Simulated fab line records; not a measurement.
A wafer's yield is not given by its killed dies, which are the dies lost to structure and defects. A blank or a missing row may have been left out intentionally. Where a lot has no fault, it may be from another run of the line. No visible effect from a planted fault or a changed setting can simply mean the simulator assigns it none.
fab line records + flow n5_finfet
[record]
- lots = 11
- wafers = 33
- last_day = 17
route steps=1938 shown BEOL_M1@765 BEOL_M4@1111 PASSIVATION@1936
lots with no fault: from the same line, run without faults
start_h: hours from the record's opening day to when the first of the lot's shown wafers began + wait_h: time in hours since the lot's previous step + " identical to the entry in the row above + L1.1+2: several wafers, shown together as one row + - no value, or no start given + * or withheld: withheld + < > ~ a bound
route shown NAME@n: names a module that has steps shown in the file, with the first one's number in the route + usual: mean/standard deviation of fault-free wafers + same: alike in all rows + chamber/n: place in a boat + sites: the reading at each site + _std_site: the standard deviation of these + _edge_site: mean of outer sites minus mean of inner sites + radius_mm: how far each site lies from the wafer's centre + mask NAME#n: copy n + behind: tool/chamber where the wafer was last shaped + hold: cause of the lot's hold/its duration in hours/its outcome + device: the transistor (n, p or np) that didn't switch + end of line: the tests these same wafers got at the end of their route + where a step has no rows: the recipe by itself + killed: dies lost to structure and defects at the first sort, not the wafer's yield + map: per-die view of a wafer (x killed, . not killed, _ where there is no die)
set.NAME: the setting as run; set.NAME@STEP: as run at that earlier step + model.NAME: the simulator's own value behind a step, which no gauge read
route steps across a sampled set of lots; one table per step, one row per wafer
services: from which hour (start_h, from the record's first day; less than 0 if before it) a tool's chamber was out of use, for how many hours, and why
[[steps]]
[step N5_BEOL_M1_OVL_MEAS_12]
[recipe]
- points_per_wafer = 522
[usual]
- M1_OVL = 0.1/0.68
| lot.wafer | tool       | chamber | start_h | wait_h | M1_OVL[nm] |
|-----------|------------|---------|---------|--------|------------|
| L479.2    | overlay-01 | 0       | 123.97  | 0.0    | 0.7        |
| L479.5    | "          | 0       | "       | "      | 0.6        |
| L479.6    | "          | 0       | "       | "      | 0.7        |
| L481.1    | overlay-02 | 0       | 131.09  | 0.0    | 0.1        |
| L481.3    | "          | 0       | "       | "      | 0.0        |
| L481.5    | "          | 0       | "       | "      | -0.2       |
| L482.1    | overlay-02 | 0       | 137.32  | 0.0    | 0.4        |
| L482.2    | "          | 0       | "       | "      | -0.3       |
| L482.3    | "          | 0       | "       | "      | 1.2        |
| L485.3    | overlay-01 | 0       | 153.98  | 0.0    | 1.0        |
| L485.4    | "          | 0       | "       | "      | -0.4       |
| L485.6    | "          | 0       | "       | "      | -0.6       |
| L486.3    | overlay-01 | 0       | 159.78  | 0.0    | 0.9        |
| L486.4    | "          | 0       | "       | "      | 0.2        |
| L486.5    | "          | 0       | "       | "      | 0.5        |
| L487.2    | overlay-01 | 0       | 167.98  | 0.0    | 0.4        |
| L487.3    | "          | 0       | "       | "      | -1.3       |
| L487.6    | "          | 0       | "       | "      | 0.2        |
| L490.1    | overlay-01 | 0       | 199.12  | 0.0    | -0.6       |
| L490.3    | "          | 0       | "       | "      | -0.6       |
| L490.4    | "          | 0       | "       | "      | -0.7       |
| L492.1    | overlay-02 | 0       | 222.80  | 0.0    | 0.4        |
| L492.4    | "          | 0       | "       | "      | 0.7        |
| L492.5    | "          | 0       | "       | "      | 0.2        |
| L499.1    | overlay-02 | 0       | 246.33  | 0.0    | 0.6        |
| L499.4    | "          | 0       | "       | "      | 1.4        |
| L499.5    | "          | 0       | "       | "      | 0.1        |
| L500.1    | overlay-01 | 0       | 253.12  | 0.0    | -1.1       |
| L500.3    | "          | 0       | "       | "      | -1.0       |
| L500.4    | "          | 0       | "       | "      | -0.1       |
| L501.3    | overlay-01 | 0       | 259.08  | 0.0    | -0.8       |
| L501.4    | "          | 0       | "       | "      | 0.5        |
| L501.6    | "          | 0       | "       | "      | 0.6        |
[step N5_BEOL_M1_INSPECT_13]
[recipe]
- mode = adi
- inspect_instrument = brightfield
[usual]
- raw_defect_count = 407/100
| lot.wafer | tool              | chamber | start_h | wait_h | raw_defect_count |
|-----------|-------------------|---------|---------|--------|------------------|
| L479.2    | defect_inspect-02 | -       | 124.02  | 0.0    | 323              |
| L479.5    | "                 | -       | "       | "      | 510              |
| L479.6    | "                 | -       | "       | "      | 365              |
| L481.1    | defect_inspect-02 | -       | 131.15  | 0.1    | 571              |
| L481.3    | "                 | -       | "       | "      | 623              |
| L481.5    | "                 | -       | "       | "      | 564              |
| L482.1    | defect_inspect-01 | -       | 137.38  | 0.1    | 283              |
| L482.2    | "                 | -       | "       | "      | 359              |
| L482.3    | "                 | -       | "       | "      | 382              |
| L485.3    | defect_inspect-01 | -       | 154.03  | 0.0    | 514              |
| L485.4    | "                 | -       | "       | "      | 398              |
| L485.6    | "                 | -       | "       | "      | 453              |
| L486.3    | defect_inspect-01 | -       | 159.83  | 0.0    | 576              |
| L486.4    | "                 | -       | "       | "      | 343              |
| L486.5    | "                 | -       | "       | "      | 546              |
| L487.2    | defect_inspect-01 | -       | 168.04  | 0.0    | 411              |
| L487.3    | "                 | -       | "       | "      | 296              |
| L487.6    | "                 | -       | "       | "      | 231              |
| L490.1    | defect_inspect-02 | -       | 199.18  | 0.1    | 412              |
| L490.3    | "                 | -       | "       | "      | 330              |
| L490.4    | "                 | -       | "       | "      | 360              |
| L492.1    | defect_inspect-02 | -       | 222.85  | 0.1    | 530              |
| L492.4    | "                 | -       | "       | "      | 455              |
| L492.5    | "                 | -       | "       | "      | 558              |
| L499.1    | defect_inspect-01 | -       | 246.38  | 0.1    | 363              |
| L499.4    | "                 | -       | "       | "      | 341              |
| L499.5    | "                 | -       | "       | "      | 325              |
| L500.1    | defect_inspect-02 | -       | 253.18  | 0.1    | 381              |
| L500.3    | "                 | -       | "       | "      | 359              |
| L500.4    | "                 | -       | "       | "      | 345              |
| L501.3    | defect_inspect-02 | -       | 259.12  | 0.0    | 354              |
| L501.4    | "                 | -       | "       | "      | 332              |
| L501.6    | "                 | -       | "       | "      | 380              |
[step N5_BEOL_M1_EXPOSE_25]
[recipe]
- mask_id = V0
- na = 0.33
- source_shape = quasar
- sigma_inner = 0.2
- sigma_outer = 0.8
- polarization = unpolarized
- defocus_nm = 5
- target_cd_nm = 24
- dose_mj = 63
| lot.wafer  | tool           | chamber | start_h | wait_h | mask |
|------------|----------------|---------|---------|--------|------|
| L479.2+5+6 | euv_scanner-02 | 0       | 124.83  | -      | V0#0 |
| L481.1+3+5 | euv_scanner-01 | 0       | 132.01  | -      | V0#0 |
| L482.1+2+3 | euv_scanner-02 | 0       | 138.18  | -      | V0#0 |
| L485.3+4+6 | euv_scanner-01 | 0       | 154.90  | -      | V0#0 |
| L486.3+4+5 | euv_scanner-02 | 0       | 160.71  | -      | V0#0 |
| L487.2+3+6 | euv_scanner-02 | 0       | 168.84  | -      | V0#0 |
| L490.1+3+4 | euv_scanner-01 | 0       | 200.03  | -      | V0#0 |
| L492.1+4+5 | euv_scanner-01 | 0       | 223.71  | -      | V0#0 |
| L499.1+4+5 | euv_scanner-02 | 0       | 247.37  | -      | V0#0 |
| L500.1+3+4 | euv_scanner-02 | 0       | 253.81  | -      | V0#0 |
| L501.3+4+6 | euv_scanner-02 | 0       | 260.05  | -      | V0#0 |
[step N5_BEOL_M1_OVL_MEAS_29]
[recipe]
- points_per_wafer = 522
[usual]
- V0_OVL = 0.5/0.71
| lot.wafer | tool       | chamber | start_h | wait_h | V0_OVL[nm] |
|-----------|------------|---------|---------|--------|------------|
| L479.2    | overlay-02 | 0       | 125.01  | 0.0    | 0.8        |
| L479.5    | "          | 0       | "       | "      | 0.0        |
| L479.6    | "          | 0       | "       | "      | 0.8        |
| L481.1    | overlay-01 | 0       | 132.18  | 0.0    | 0.6        |
| L481.3    | "          | 0       | "       | "      | 0.5        |
| L481.5    | "          | 0       | "       | "      | 0.2        |
| L482.1    | overlay-01 | 0       | 138.36  | 0.0    | 0.2        |
| L482.2    | "          | 0       | "       | "      | 1.1        |
| L482.3    | "          | 0       | "       | "      | 0.1        |
| L485.3    | overlay-01 | 0       | 155.07  | 0.0    | 0.3        |
| L485.4    | "          | 0       | "       | "      | 0.8        |
| L485.6    | "          | 0       | "       | "      | 2.0        |
| L486.3    | overlay-02 | 0       | 160.88  | 0.0    | 0.1        |
| L486.4    | "          | 0       | "       | "      | 0.1        |
| L486.5    | "          | 0       | "       | "      | -0.5       |
| L487.2    | overlay-01 | 0       | 169.01  | 0.0    | 1.7        |
| L487.3    | "          | 0       | "       | "      | 1.7        |
| L487.6    | "          | 0       | "       | "      | 0.4        |
| L490.1    | overlay-01 | 0       | 200.21  | 0.0    | 7.5        |
| L490.3    | "          | 0       | "       | "      | 6.3        |
| L490.4    | "          | 0       | "       | "      | 6.0        |
| L492.1    | overlay-01 | 0       | 223.88  | 0.0    | 7.1        |
| L492.4    | "          | 0       | "       | "      | 6.3        |
| L492.5    | "          | 0       | "       | "      | 7.3        |
| L499.1    | overlay-02 | 0       | 247.55  | 0.0    | -0.1       |
| L499.4    | "          | 0       | "       | "      | -1.1       |
| L499.5    | "          | 0       | "       | "      | -0.1       |
| L500.1    | overlay-01 | 0       | 253.99  | 0.0    | -0.3       |
| L500.3    | "          | 0       | "       | "      | -0.4       |
| L500.4    | "          | 0       | "       | "      | 0.7        |
| L501.3    | overlay-01 | 0       | 260.22  | 0.0    | 0.3        |
| L501.4    | "          | 0       | "       | "      | -0.2       |
| L501.6    | "          | 0       | "       | "      | 0.0        |
[step N5_BEOL_M1_ALD_98]
[recipe]
- material = SiO2
- target_thk_a = 25
- temp_c = 100
- ald_precursor_family = BDEAS
- ald_co_reactant = O2-plasma
- pulse_time_s = 1
- co_reactant_pulse_time_s = 1
- purge_time_s = 2
- co_reactant_purge_time_s = 2
- ald_cycles = 17
- pressure_torr = 2
[usual]
- heater_power_w = 78/9.6
- precursor_pulse_height_rel = 1.001/0.018
[same]
- purge_time_s = 2
| lot.wafer | tool       | chamber | start_h | wait_h | heater_power_w | precursor_pulse_height_rel |
|-----------|------------|---------|---------|--------|----------------|----------------------------|
| L479.2    | ald_sin-01 | 2       | 125.25  | 0.1    | 91             | 1.034                      |
| L479.5    | "          | 2       | "       | "      | 92             | 0.982                      |
| L479.6    | "          | 1       | "       | "      | 71             | 1.002                      |
| L481.1    | ald_sin-04 | 2       | 132.58  | 0.2    | 81             | 0.996                      |
| L481.3    | "          | 3       | "       | "      | 62             | 1.010                      |
| L481.5    | "          | 3       | "       | "      | 62             | 0.990                      |
| L482.1    | ald_sin-04 | 2       | 138.59  | 0.1    | 83             | 0.986                      |
| L482.2    | "          | 0       | "       | "      | 88             | 0.996                      |
| L482.3    | "          | 1       | "       | "      | 70             | 1.021                      |
| L485.3    | ald_sin-04 | 3       | 155.28  | 0.1    | 62             | 1.032                      |
| L485.4    | "          | 2       | "       | "      | 85             | 1.004                      |
| L485.6    | "          | 2       | "       | "      | 83             | 0.955                      |
| L486.3    | ald_sin-01 | 2       | 161.14  | 0.1    | 92             | 1.005                      |
| L486.4    | "          | 3       | "       | "      | 88             | 1.006                      |
| L486.5    | "          | 2       | "       | "      | 91             | 1.022                      |
| L487.2    | ald_sin-04 | 0       | 170.23  | 1.0    | 88             | 0.984                      |
| L487.3    | "          | 2       | "       | "      | 81             | 1.006                      |
| L487.6    | "          | 3       | "       | "      | 63             | 1.008                      |
| L490.1    | ald_sin-01 | 1       | 200.43  | 0.1    | 66             | 0.987                      |
| L490.3    | "          | 2       | "       | "      | 92             | 0.966                      |
| L490.4    | "          | 0       | "       | "      | 79             | 1.010                      |
| L492.1    | ald_sin-01 | 2       | 224.11  | 0.1    | 92             | 1.033                      |
| L492.4    | "          | 1       | "       | "      | 68             | 0.998                      |
| L492.5    | "          | 0       | "       | "      | 82             | 1.005                      |
| L499.1    | ald_sin-02 | 2       | 248.34  | 0.6    | 78             | 1.001                      |
| L499.4    | "          | 0       | "       | "      | 83             | 1.020                      |
| L499.5    | "          | 0       | "       | "      | 82             | 0.998                      |
| L500.1    | ald_sin-01 | 0       | 254.22  | 0.1    | 81             | 0.989                      |
| L500.3    | "          | 1       | "       | "      | 67             | 1.000                      |
| L500.4    | "          | 2       | "       | "      | 92             | 1.010                      |
| L501.3    | ald_sin-02 | 3       | 260.51  | 0.1    | 80             | 1.005                      |
| L501.4    | "          | 1       | "       | "      | 62             | 1.005                      |
| L501.6    | "          | 1       | "       | "      | 64             | 0.999                      |
[step N5_BEOL_M4_RC_MEAS_101]
[usual]
- DIBL_N = 36.5/1.4
- DIBL_P = 36.6/1.9
- IOFF_N = 0.167/0.029
- IOFF_P = 0.21/0.033
- ION_N = 674/12
- ION_P = 460/8.9
- SS_N = 71.6/0.57
- SS_P = 73.4/0.61
- VT_N = 249/3.3
- VT_P = -250/3.3
| lot.wafer | tool      | chamber | start_h | wait_h | DIBL_N[mV/V] | DIBL_P[mV/V] | IOFF_N[nA/um] | IOFF_P[nA/um] | ION_N[uA/um] | ION_P[uA/um] | SS_N[mV/dec] | SS_P[mV/dec] | VT_N[mV] | VT_P[mV] |
|-----------|-----------|---------|---------|--------|--------------|--------------|---------------|---------------|--------------|--------------|--------------|--------------|----------|----------|
| L479.2    | prober-01 | 0       | 178.16  | 0.2    | 33.5         | 31.3         | 0.126         | 0.18          | 677          | 470          | 70.3         | 72.9         | 250      | -249     |
| L479.5    | "         | 0       | "       | "      | 36.6         | 35.8         | 0.180         | 0.25          | 694          | 480          | 71.8         | 73.1         | 245      | -247     |
| L479.6    | "         | 0       | "       | "      | 33.2         | 31.9         | 0.119         | 0.18          | 671          | 460          | 70.9         | 72.5         | 252      | -250     |
| L481.1    | prober-02 | 0       | 178.37  | 0.0    | 36.0         | 36.0         | 0.160         | 0.20          | 664          | 454          | 71.5         | 73.9         | 250      | -252     |
| L481.3    | "         | 0       | "       | "      | 34.5         | 33.9         | 0.134         | 0.18          | 657          | 450          | 71.3         | 73.7         | 252      | -256     |
| L481.5    | "         | 0       | "       | "      | 38.5         | 39.2         | 0.214         | 0.26          | 674          | 459          | 72.6         | 74.7         | 244      | -247     |
| L482.1    | prober-02 | 0       | 181.24  | 0.0    | 36.0         | 37.2         | 0.162         | 0.23          | 693          | 478          | 71.3         | 72.9         | 252      | -252     |
| L482.2    | "         | 0       | "       | "      | 34.5         | 34.3         | 0.130         | 0.19          | 667          | 460          | 71.4         | 72.8         | 253      | -250     |
| L482.3    | "         | 0       | "       | "      | 36.4         | 36.9         | 0.145         | 0.22          | 659          | 457          | 72.1         | 73.6         | 252      | -250     |
| L485.3    | prober-01 | 0       | 204.07  | 0.3    | 37.1         | 38.5         | 0.212         | 0.25          | 682          | 468          | 72.3         | 73.9         | 246      | -248     |
| L485.4    | "         | 0       | "       | "      | 35.5         | 35.8         | 0.180         | 0.21          | 694          | 470          | 72.4         | 72.8         | 246      | -249     |
| L485.6    | "         | 0       | "       | "      | 35.7         | 36.4         | 0.170         | 0.21          | 678          | 462          | 72.6         | 73.1         | 248      | -249     |
| L487.2    | prober-02 | 0       | 210.35  | 0.2    | 36.2         | 35.3         | 0.164         | 0.18          | 669          | 453          | 72.0         | 72.7         | 249      | -253     |
| L487.3    | "         | 0       | "       | "      | 35.3         | 35.3         | 0.157         | 0.18          | 678          | 457          | 71.5         | 73.0         | 248      | -253     |
| L487.6    | "         | 0       | "       | "      | 37.7         | 38.0         | 0.191         | 0.23          | 679          | 467          | 72.2         | 74.1         | 245      | -249     |
| L486.3    | prober-01 | 0       | 210.55  | 0.3    | 36.1         | 36.2         | 0.176         | 0.26          | 697          | 483          | 71.6         | 73.3         | 245      | -244     |
| L486.4    | "         | 0       | "       | "      | 34.1         | 34.4         | 0.137         | 0.23          | 680          | 475          | 70.8         | 73.2         | 249      | -244     |
| L486.5    | "         | 0       | "       | "      | 37.8         | 38.3         | 0.221         | 0.30          | 711          | 487          | 72.2         | 74.0         | 242      | -242     |
| L490.1    | prober-01 | 0       | 233.39  | 0.0    | 37.6         | 37.8         | 0.174         | 0.24          | 669          | 461          | 71.9         | 73.7         | 250      | -250     |
| L490.3    | "         | 0       | "       | "      | 36.9         | 38.0         | 0.172         | 0.26          | 694          | 477          | 71.3         | 73.5         | 248      | -247     |
| L490.4    | "         | 0       | "       | "      | 36.2         | 36.3         | 0.153         | 0.22          | 684          | 468          | 71.9         | 73.2         | 249      | -247     |
| L492.1    | prober-02 | 0       | 261.62  | 0.4    | 36.3         | 35.4         | 0.172         | 0.21          | 667          | 456          | 71.7         | 74.1         | 248      | -250     |
| L492.4    | "         | 0       | "       | "      | 36.7         | 35.9         | 0.179         | 0.22          | 674          | 460          | 71.3         | 74.2         | 249      | -250     |
| L492.5    | "         | 0       | "       | "      | 35.4         | 33.3         | 0.136         | 0.17          | 656          | 450          | 71.5         | 72.9         | 255      | -254     |
| L499.1    | prober-02 | 0       | 289.57  | 0.0    | 36.3         | 36.5         | 0.160         | 0.20          | 671          | 456          | 72.0         | 74.1         | 248      | -253     |
| L499.4    | "         | 0       | "       | "      | 35.6         | 36.2         | 0.138         | 0.20          | 660          | 451          | 71.5         | 73.5         | 254      | -255     |
| L499.5    | "         | 0       | "       | "      | 35.4         | 35.1         | 0.140         | 0.19          | 673          | 459          | 70.9         | 74.4         | 252      | -253     |
| L500.1    | prober-02 | 0       | 295.18  | 0.0    | 34.0         | 34.6         | 0.139         | 0.20          | 679          | 465          | 71.0         | 72.8         | 250      | -249     |
| L500.3    | "         | 0       | "       | "      | 36.4         | 37.1         | 0.179         | 0.24          | 669          | 466          | 72.0         | 73.6         | 247      | -243     |
| L500.4    | "         | 0       | "       | "      | 36.2         | 37.3         | 0.174         | 0.25          | 674          | 467          | 71.8         | 73.0         | 248      | -245     |
| L501.3    | prober-01 | 0       | 304.14  | 0.3    | 36.3         | 35.9         | 0.147         | 0.21          | 659          | 459          | 71.3         | 72.9         | 253      | -249     |
| L501.4    | "         | 0       | "       | "      | 38.2         | 37.1         | 0.161         | 0.23          | 665          | 457          | 71.4         | 73.6         | 250      | -250     |
| L501.6    | "         | 0       | "       | "      | 37.6         | 37.4         | 0.169         | 0.24          | 668          | 464          | 72.0         | 73.7         | 246      | -249     |
[step N5_PASSIVATION_PROBE_49]
[usual]
- defect_limited_yield = 91.2/1.6
- killed_at_M0_to_M3 = 34/11
- killed_at_M4_up = 14/5.7
- killed_at_contacts = 14/6.6
- killed_at_front_end = 37/10
- killed_at_other = 4/3.2
- killed_dies = 104/19
- killed_open = 69/13
- killed_short = 33/8.7
- sort_bin_5_function = 5.1/1
- sort_bin_6_memory = 3.3/0.76
- sort_n_pass = 1076/19
- sort_yield_pct = 91.2/1.6
[same]
- gross_dies = 1180
- killed_at_back_side = 0
- sort_bin_4_leakage[%] = 0
- sort_bin_8_speed[%] = 0
| lot.wafer | tool      | chamber | start_h | wait_h | defect_limited_yield[%] | killed_at_M0_to_M3 | killed_at_M4_up | killed_at_contacts | killed_at_front_end | killed_at_other | killed_dies | killed_open | killed_short | sort_bin_5_function[%] | sort_bin_6_memory[%] | sort_n_pass | sort_yield_pct[%] |
|-----------|-----------|---------|---------|--------|-------------------------|--------------------|-----------------|--------------------|---------------------|-----------------|-------------|-------------|--------------|------------------------|----------------------|-------------|-------------------|
| L492.1    | prober-02 | -       | 360.52  | 0.0    | 90.1                    | 50                 | 9               | 9                  | 48                  | 1               | 117         | 66          | 29           | 5.4                    | 2.9                  | 1063        | 90.1              |
| L492.4    | prober-02 | -       | 360.67  | 0.2    | 86.9                    | 53                 | 21              | 21                 | 52                  | 8               | 155         | 85          | 44           | 7.1                    | 4.6                  | 1025        | 86.9              |
| L492.5    | prober-02 | -       | 360.72  | 0.2    | 88.3                    | 47                 | 21              | 21                 | 42                  | 7               | 138         | 76          | 36           | 7.5                    | 3.0                  | 1042        | 88.3              |
// killed by level:class
L492.1 BEOL_M1:overlay=22 STI_FIN_REVEAL:geometric_particle:open=12 FIN_SAQP:geometric_particle:short=9 MOL_CONTACT_COAG:geometric_particle:open=8 BEOL_M2:geometric_particle:open=8 STARTING-WAFER:geometric_particle:open=7 BEOL_M0_SAQP:geometric_particle:short=6 FIN_SAQP:geometric_particle:open=5
L492.4 BEOL_M1:overlay=25 STI_FIN_REVEAL:geometric_particle:open=15 MOL_CONTACT_COAG:geometric_particle:open=14 BEOL_M0_SAQP:geometric_particle:open=13 GATE_CUT:geometric_particle:short=7 MOL_CONTACT_COAG:geometric_particle:short=7 BEOL_M4:geometric_particle:open=7 GATE_CUT:geometric_particle:open=6
L492.5 BEOL_M1:overlay=26 MOL_CONTACT_COAG:geometric_particle:open=17 GATE_CUT:geometric_particle:short=11 STI_FIN_REVEAL:geometric_particle:open=10 BEOL_M2:geometric_particle:open=6 MOL_CONTACT_COAG:geometric_particle:short=4 GATE_CUT:geometric_particle:open=4 BEOL_M7:geometric_particle:open=4
[[services]]
| tool           | chamber | start_h | hours | kind        |
|----------------|---------|---------|-------|-------------|
| ald_sin-02     | -       | 101.48  | 2.8   | pm          |
| euv_scanner-01 | -       | 104.93  | 1.0   | pm          |
| ald_sin-04     | 1       | 126.36  | 4.3   | repair      |
| euv_scanner-02 | -       | 127.40  | 1.0   | pm          |
| ald_sin-01     | 0       | 155.73  | 9.2   | repair      |
| ald_sin-01     | 1       | 159.89  | 16.0  | repair      |
| euv_scanner-01 | -       | 161.08  | 1.0   | pm          |
| euv_scanner-02 | 0       | 163.92  | -     | calibration |
| euv_scanner-01 | -       | 169.90  | 0.5   | repair      |
| euv_scanner-01 | -       | 176.57  | 0.7   | repair      |
| ald_sin-01     | -       | 176.75  | 14.0  | pm          |
| ald_sin-01     | 0       | 176.75  | 14.0  | vent_cycle  |
| ald_sin-01     | 1       | 176.75  | 14.0  | vent_cycle  |
| ald_sin-01     | 2       | 176.75  | 14.0  | vent_cycle  |
| euv_scanner-02 | -       | 183.55  | 1.0   | pm          |
| euv_scanner-02 | -       | 196.39  | 4.6   | pm          |
| ald_sin-04     | -       | 206.12  | 6.1   | pm          |
| euv_scanner-01 | -       | 206.15  | 12.0  | pm          |
| euv_scanner-02 | -       | 215.42  | 23.4  | repair      |
| euv_scanner-01 | -       | 231.27  | 1.0   | pm          |
| euv_scanner-02 | -       | 239.70  | 1.0   | pm          |
| ald_sin-01     | -       | 244.94  | 2.8   | pm          |
| euv_scanner-01 | -       | 247.54  | 4.7   | repair      |
| euv_scanner-01 | -       | 255.63  | 8.0   | pm          |
[[key]]
[first_sign]
- step = N5_BEOL_M1_OVL_MEAS_29
- reading = V0_OVL
- direction = up
- sigmas = 8.9
- usual = 0.5
- struck = 6.8
effect none on later readings
met_at N5_BEOL_M1_EXPOSE_25
struck_lots L490,L492
rows_end L490.1,L490.3,L490.4
not_acting_at N5_BEOL_M1_OVL_MEAS_12,N5_BEOL_M1_INSPECT_13,N5_BEOL_M1_ALD_98
onset_between 154.90 200.03
[earlier_fault]
- kind = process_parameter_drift
- tool = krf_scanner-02
- chamber = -
- onset_h = 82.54
- steps = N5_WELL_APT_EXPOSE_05
- channel = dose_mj
- offset = 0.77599
- shape = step
- acts_in = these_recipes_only
- stated = 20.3
[fault]
- kind = scanner_matching_overlay
- tool = euv_scanner-01
- chamber = -
- onset_h = 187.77
- steps = N5_BEOL_M1_EXPOSE_25
- offset = 5.8055
// rows_end: these wafers met a further fault down the route, and their rows from its step on are left out
